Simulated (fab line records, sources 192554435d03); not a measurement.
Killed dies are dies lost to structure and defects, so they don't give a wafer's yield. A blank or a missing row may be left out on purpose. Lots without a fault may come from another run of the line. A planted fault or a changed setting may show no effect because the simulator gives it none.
Chamber matching | flow n5_finfet | N5_BEOL_M14_DESCUM_33 on rie_diel-01: 4 sister chambers
The step chemistry O2, time 7.9 s. 4 wafers are shown with their chamber, then 9 later ones without.

WAFERS WITH THEIR CHAMBER
wafer  | chamber | drypump_motor_current_A (A)
L084.3 | 2       | 5.2
L086.1 | 1       | 5.8
L086.3 | 0       | 6.3
L086.4 | 3       | 6.5

WAFERS WITHOUT THEIR CHAMBER
wafer  | drypump_motor_current_A (A)
L091.3 | 5.2
L091.4 | 6.6
L091.6 | 6.3
L095.2 | 5.2
L095.4 | 6.6
L095.6 | 5.7
L096.1 | 5.2
L096.5 | 6.3
L096.6 | 6.6

WHICH CHAMBER EACH WENT THROUGH
wafer  | from the rows above | in truth
L091.3 | 2                   | 2
L091.4 | 3                   | 3
L091.6 | 0                   | 0
L095.2 | 2                   | 2
L095.4 | 3                   | 3
L095.6 | 1                   | 1
L096.1 | 2                   | 2
L096.5 | 0                   | 0
L096.6 | 3                   | 3
Placed correctly: 9 of 9. Can't be placed from these rows: 0. Placed wrongly: 0.
How it was worked out, from the rows above alone: a wafer's distance from a chamber is the root of the sum, over the readings, of the square of ((its reading less the chamber's mean) divided by the reading's scatter). The wafer belongs to the nearest chamber; if the next one is less than 2 further off, it can't be placed. A chamber's mean is the mean of its shown wafers. The scatter: with one shown wafer a chamber, the root of the mean of the squares of how far each hidden wafer lies from its nearest shown one.
